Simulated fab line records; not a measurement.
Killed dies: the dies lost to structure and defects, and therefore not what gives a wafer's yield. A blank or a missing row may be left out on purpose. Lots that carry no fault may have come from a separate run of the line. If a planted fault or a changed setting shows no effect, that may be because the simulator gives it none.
A struck lot beside a sound one | flow n5 finfet | 41 steps out of a route of 1938
Sound: wafers L169.1, L169.2, L169.4. Wafers struck: L158.1, L158.2, L158.6. The cause is given at the end.
Per side, at each step with rows, come the tool, then ch with its chambers, and then its first start. Under that, the readings that differ: sound wafers | struck wafers | difference of the means | sigmas: that difference in standard deviations of wafers without a fault.
alike: a reading whose means differ by less than 2 such deviations, as well as words and numbers matching on both sides. not compared: withheld readings; readings where some wafer has no value; bounds like >300 that might hide an equal value; numbers whose values overlap and for which the record gives no deviation.
A row with sigmas, a row that says differs or no value, or rows on one side alone: a step with any of these is where the two part. Numbers that don't overlap but have no deviation are shown without sigmas and don't part them. A reading that every wafer of one side lacks parts them only if that side has two wafers or more.

first, 12 steps without rows for these wafers: N5_HKMG_FIN_ALD_91 (deposits TiN, target thk 1 nm, pulse time 1 s, purge time 3 s); N5_HKMG_FIN_COAT_85 (time 60 s, resist thk 300 nm); N5_HKMG_FIN_ETCH_86 (etches SOC in N2/H2, stops on TiN, target depth 393.2 nm); N5_HKMG_FIN_STRIP_89 (strips SOC in N2/H2, time 20 s); N5_HKMG_FIN_WET_ETCH_87 (etches TiN in SC1, time 154.2 s, target depth 4.7 nm, rinse time 30 s); N5_HKMG_FIN_STRIP_88 (strips in N2/H2, time 360 s); N5_HKMG_FIN_NWFM_ALD_20 (deposits TiAlC, target thk 2 nm, pulse time 3 s, purge time 2 s); N5_HKMG_FIN_ALD_71 (deposits TiN, target thk 1 nm, pulse time 1 s, purge time 3 s); N5_HKMG_FIN_COAT_66 (time 60 s, resist thk 300 nm); N5_HKMG_FIN_ETCH_67 (etches SOC in N2/H2, stops on TiN, target depth 388.9 nm); N5_HKMG_FIN_STRIP_90 (strips SOC in N2/H2, time 20 s); N5_HKMG_FIN_WET_ETCH_73 (etches the open film in SC1, time 42.3 s, target depth 1.3 nm, rinse time 30 s).
N5_HKMG_FIN_ETCHBACK_68: etches the open film in Cl2/Ar, stops on HfO2, target depth 0.5 nm.
  sound on rie metal-02 ch 0,1, day 9 22:23; struck on rie metal-01 ch 1, day 7 04:34
  no value came back on the struck wafers for any of 5 readings (bias w (W), chamber pressure mTorr (mTorr) and others); on the sound wafers bias w (W) reads 60.03 59.99 60.11
  not compared: rf hours counter h
then, 26 steps without rows for these wafers: N5_HKMG_FIN_STRIP_69 (strips in N2/H2, time 360 s); N5_HKMG_FIN_ALD_21 (deposits TiN, target thk 1.5 nm, pulse time 1 s, purge time 3 s); N5_HKMG_FIN_ALD_72 (deposits W, target thk 2 nm, pulse time 1 s, purge time 2 s); N5_HKMG_FIN_W_FILL_22 (material W, target thk 60 nm, time 18.2 s); N5_HKMG_FIN_PRECLEAN_83 (cleans in DIW, time 57.5 s); N5_HKMG_FIN_SRD_84 (dry time 32 s); N5_HKMG_FIN_CMP_23 (polishes, stops on SiNx, t overpolish 10 s, target thk 46.326 nm); N5_HKMG_FIN_CMP_94 (polishes, stops on SiNx, t overpolish 4.7 s, target thk 43.299 nm); N5_GATE_CUT_ETCHBACK_00 (etches W in SF6/Cl2); N5_GATE_CUT_ETCH_56 (etches TiN in Cl2/Ar, target depth 21.6 nm); N5_GATE_CUT_ETCHBACK_30 (etches TiN in Cl2/Ar, target depth 3 nm); N5_GATE_CUT_VAPOR_ETCH_60 (etches HfO2 in BCl3/Cl2); N5_GATE_CUT_ETCH_58 (etches SiNx in CH3F/O2, target depth 17 nm, time 128.6 s); N5_GATE_CUT_STRIP_59 (strips in N2/H2, time 20 s); N5_GATE_CUT_PRECLEAN_31 (cleans in DIW, time 300 s); N5_GATE_CUT_SRD_32 (time 30 s); N5_GATE_CUT_SAC_CAP_01 (material SiNx, target thk 24 nm, pulse time 1 s, ald cycles 480); N5_GATE_CUT_PECVD_57 (deposits SiNx from SiH4/NH3/N2, target thk 21 nm); N5_GATE_CUT_CMP_02 (polishes, stops on SiO2, t overpolish 12.7 s, target thk 0 nm); N5_GATE_CUT_HM_DEP_46 (deposits SiO2 from TEOS/O2, target thk 130 nm, time 26.6 s); N5_GATE_CUT_COAT_34 (time 60 s, resist thk 60 nm); N5_GATE_CUT_COAT_35 (time 60 s, resist thk 10 nm); N5_GATE_CUT_COAT_27 (time 60 s, resist thk 10 nm); N5_GATE_CUT_COAT_07 (resist thk 30 nm); N5_GATE_CUT_EBR_09; N5_GATE_CUT_SOFTBAKE_08 (time 60 s).
-- here the record skips 4 days between the struck wafers' starts before and after, leaving off in module GATE_CUT and picking up in module BEOL_M4 (first step shown: number 1111 of the route) --
N5_BEOL_M4_RC_MEAS_101:
  sound on prober-01 ch 0, day 13 07:19; struck on prober-01 ch 0, day 11 02:31
  alike: DIBL_N, DIBL_P, IOFF_N, IOFF_P, ION_N, ION_P, SS_N, SS_P, VT_N, VT_P
-- record jumps: 4 days separate the struck wafers' starts on either side; left off in module BEOL_M4, taken up again in module PASSIVATION, whose first shown step is the route's number 1936 --
N5_PASSIVATION_PROBE_49:
  record: rows for the struck wafers here (prober-02, day 15 09:34), none for the sound ones

== WHERE THEY PART ==
Last at N5_PASSIVATION_PROBE_49 as far as this record goes, first at N5_HKMG_FIN_ETCHBACK_68.

WHY: whatever the simulator had introduced
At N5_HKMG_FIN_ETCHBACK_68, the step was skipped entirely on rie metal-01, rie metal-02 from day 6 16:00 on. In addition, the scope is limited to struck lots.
